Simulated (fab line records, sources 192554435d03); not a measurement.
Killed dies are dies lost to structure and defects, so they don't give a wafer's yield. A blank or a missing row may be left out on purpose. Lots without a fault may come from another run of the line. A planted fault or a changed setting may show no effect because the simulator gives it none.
A struck lot beside a sound one | flow n5_finfet | 14 steps out of a route of 1938
Sound: wafers L986.2, L986.4, L986.6. Struck: wafers L103.1, L103.2. The cause comes at the end.
At each step with rows: each side's tool, then ch and its chambers, then its first start. Under that, the readings that differ: sound wafers | struck wafers | difference of the means | sigmas: that difference in standard deviations of wafers without a fault.
alike: readings whose means differ by less than 2 such deviations, and words and numbers that are the same on both sides. not compared: withheld readings, readings that some wafer has no value for, bounds like >300 that may hide the same value, and numbers for which the record gives no deviation and whose values overlap.
The two part at a step that has a row with sigmas, a row that says differs or no value, or rows on one side only. Numbers that don't overlap but have no deviation are shown without sigmas and don't part them. A reading that every wafer of one side lacks parts them only if that side has two wafers or more.

N5_HKMG_FIN_CD_MEAS_12: target cd 92.8 nm.
  sound on cd_sem-03 ch 0, day 4 16:50; struck on cd_sem-02 ch 0, day 8 21:41
  alike: cd_nm
N5_HKMG_FIN_OVL_MEAS_13:
  sound on overlay-02 ch 0, day 4 16:52; struck on overlay-01 ch 0, day 8 21:43
  alike: NWFM_OVL
N5_HKMG_FIN_INSPECT_14: inspects for defects (macro).
  sound on defect_inspect-01, day 4 16:53; struck on defect_inspect-02, day 8 21:45
  alike: raw_defect_count
N5_HKMG_FIN_DESCUM_17: chemistry O2, time 7.9 s.
  sound on rie_diel-03 ch 0,1,3, day 4 17:18; struck on rie_diel-04 ch 1,2, day 8 21:47
  reading                     | sound       | struck  | difference | sigmas
  drypump_motor_current_A (A) | 5.4 5.6 5.7 | 6.1 6.5 | +0.7       | +2
  alike: oes_product_au, rf_vpp_V, showerhead_plenum_p_Torr, throttle_valve_pct
  not compared: rf_hours_counter_h
N5_HKMG_FIN_ETCH_31: etches SiARC in CF4, target depth 45.5 nm, time 75.8 s.
  sound on rie_diel-03 ch 0,1,3, day 4 17:20; struck on rie_diel-04 ch 1,2, day 8 21:49
  reading                     | sound       | struck  | difference | sigmas
  drypump_motor_current_A (A) | 5.4 5.6 5.6 | 6.1 6.5 | +0.8       | +2
  alike: etch_rf_on_time_s, oes_product_au, rf_vpp_V, showerhead_plenum_p_Torr, throttle_valve_pct
  not compared: rf_hours_counter_h
then, 2 steps without rows for these wafers: N5_HKMG_FIN_ETCH_32 (etches SOC in N2/H2, target depth 240 nm, time 300 s); N5_HKMG_FIN_STRIP_33 (strips in N2/H2).
N5_HKMG_FIN_STRIP_34: strips in CF4.
  sound on rie_diel-03 ch 0,1,3, day 4 17:35; struck on rie_diel-04 ch 1,2, day 8 22:04
  reading                     | sound       | struck  | difference | sigmas
  drypump_motor_current_A (A) | 5.4 5.5 5.7 | 6.1 6.5 | +0.8       | +2
  alike: oes_product_au, rf_vpp_V, showerhead_plenum_p_Torr, throttle_valve_pct
  not compared: rf_hours_counter_h
N5_HKMG_FIN_ETCH_35: etches SOC in N2/H2, target depth 215.8 nm, time 243.4 s.
  sound on rie_diel-03 ch 0,1,3, day 4 17:36; struck on rie_diel-04 ch 1,2, day 8 22:05
  reading                     | sound             | struck      | difference | sigmas
  drypump_motor_current_A (A) | 5.4 5.5 5.7       | 6.0 6.5     | +0.7       | +2
  rf_vpp_V (V)                | 139.3 141.0 141.4 | 142.0 143.4 | +2.1       | +2
  alike: h2_flow_sccm, oes_product_au, showerhead_plenum_p_Torr, throttle_valve_pct
  not compared: rf_hours_counter_h
then, 2 steps without rows for these wafers: N5_HKMG_FIN_STRIP_92 (strips SOC in N2/H2, time 20 s); N5_HKMG_FIN_WET_ETCH_18 (etches TiN in SC1, time 55 s, target depth 5.2 nm, rinse time 30 s).
N5_HKMG_FIN_STRIP_19: strips in N2/H2, time 360 s.
  sound on plasma_asher-01 ch 0,1, day 4 17:56; struck on plasma_asher-01 ch 0,1, day 8 22:23
  alike: drypump_motor_current_A, h2_flow_sccm, heater_power_w
  not compared: rf_hours_counter_h
N5_HKMG_FIN_ALD_91: deposits TiN, target thk 1 nm, pulse time 1 s, purge time 3 s.
  sound on ald_metal-01 ch 2,3, day 4 18:19; struck on ald_metal-01 ch 0,1, day 8 22:46
  reading    | sound    | struck | difference | sigmas
  ald_cycles | 47 47 47 | 39 39  | -8         |
  alike: chamber_pressure_Torr, heater_power_w, precursor_pulse_height_rel
then, 1 step without rows for these wafers: N5_HKMG_FIN_COAT_85 (time 60 s, resist thk 300 nm).

WHERE THEY PART
First at N5_HKMG_FIN_DESCUM_17; last, within this record, at N5_HKMG_FIN_ETCH_35. Later steps at which nothing parts them and some readings are alike: N5_HKMG_FIN_STRIP_19, N5_HKMG_FIN_ALD_91.

WHY: what the simulator had put in
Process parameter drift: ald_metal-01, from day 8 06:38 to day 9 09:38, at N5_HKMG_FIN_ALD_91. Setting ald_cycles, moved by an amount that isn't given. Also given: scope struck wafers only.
